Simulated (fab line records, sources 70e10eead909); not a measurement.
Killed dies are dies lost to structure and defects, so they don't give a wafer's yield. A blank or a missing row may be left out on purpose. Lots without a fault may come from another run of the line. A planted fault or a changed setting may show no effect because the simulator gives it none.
Chamber matching | flow nand_harc | NHARC_P_GATE_ETCH_32 on rie_si-01: 3 sister chambers
The step etches the open film in HBr/Cl2, target depth 150 nm, time 100.1 s. 18 wafers are shown with their chamber, then 5 later ones without.

WAFERS WITH THEIR CHAMBER
wafer  | chamber | drypump_motor_current_A (A) | he_backside_leak_sccm (sccm) | throttle_valve_pct (%)
L076.4 | 1       | 6.2                         | 2.4                          | 26.398
L076.5 | 0       | 5.9                         | 2.8                          | 26.407
L076.6 | 3       | 6.2                         | 2.4                          | 26.404
L077.1 | 1       | 6.2                         | 2.6                          | 26.403
L077.4 | 3       | 6.3                         | 2.7                          | 26.399
L077.6 | 0       | 5.9                         | 2.9                          | 26.395
L079.1 | 3       | 6.3                         | 2.6                          | 26.403
L079.2 | 0       | 5.8                         | 2.5                          | 26.415
L079.6 | 3       | 6.3                         | 2.4                          | 26.399
L080.1 | 0       | 5.9                         | 2.8                          | 26.423
L080.3 | 1       | 6.1                         | 2.5                          | 26.421
L080.5 | 0       | 5.9                         | 2.7                          | 26.417
L082.1 | 0       | 5.9                         | 2.8                          | 26.392
L082.4 | 3       | 6.3                         | 2.6                          | 26.397
L082.6 | 3       | 6.2                         | 2.5                          | 26.401
L086.1 | 0       | 5.9                         | 2.7                          | 26.414
L086.2 | 3       | 6.3                         | 2.9                          | 26.407
L086.5 | 3       | 6.3                         | 2.6                          | 26.398

SIGNATURES (means of the wafers above)
reading                 | chamber 0 | chamber 1 | chamber 3 | scatter within a chamber
drypump_motor_current_A | 5.886     | 6.167     | 6.275     | 0.0449
he_backside_leak_sccm   | 2.743     | 2.500     | 2.587     | 0.143
throttle_valve_pct      | 26.40900  | 26.40733  | 26.40100  | 0.00889
Rule: a wafer's distance from a chamber is the root of the sum, over the readings, of the square of ((its reading less the chamber's mean) divided by the reading's scatter). The wafer belongs to the nearest chamber; if the next one is less than 2 further off, it can't be placed. The scatter: the root of (the sum of the squares of (reading less its chamber's mean) over the shown wafers, divided by (wafers less chambers)).

WAFERS WITHOUT THEIR CHAMBER
wafer  | drypump_motor_current_A (A) | he_backside_leak_sccm (sccm) | throttle_valve_pct (%)
L093.2 | 5.9                         | 2.4                          | 26.406
L093.3 | 6.2                         | 2.4                          | 26.423
L095.3 | 6.1                         | 2.5                          | 26.388
L095.6 | 6.3                         | 2.7                          | 26.420
L096.1 | 5.8                         | 2.6                          | 26.407

WHICH CHAMBER EACH WENT THROUGH
wafer  | from the rows above     | in truth
L093.2 | 0                       | 0
L093.3 | can't be placed: 1 or 3 | 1
L095.3 | can't be placed: 1 or 3 | 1
L095.6 | can't be placed: 3 or 1 | 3
L096.1 | 0                       | 0
Placed correctly: 2 of 5. Can't be placed from these rows: 3 (the true chamber is among the candidates in 3). Placed wrongly: 0.
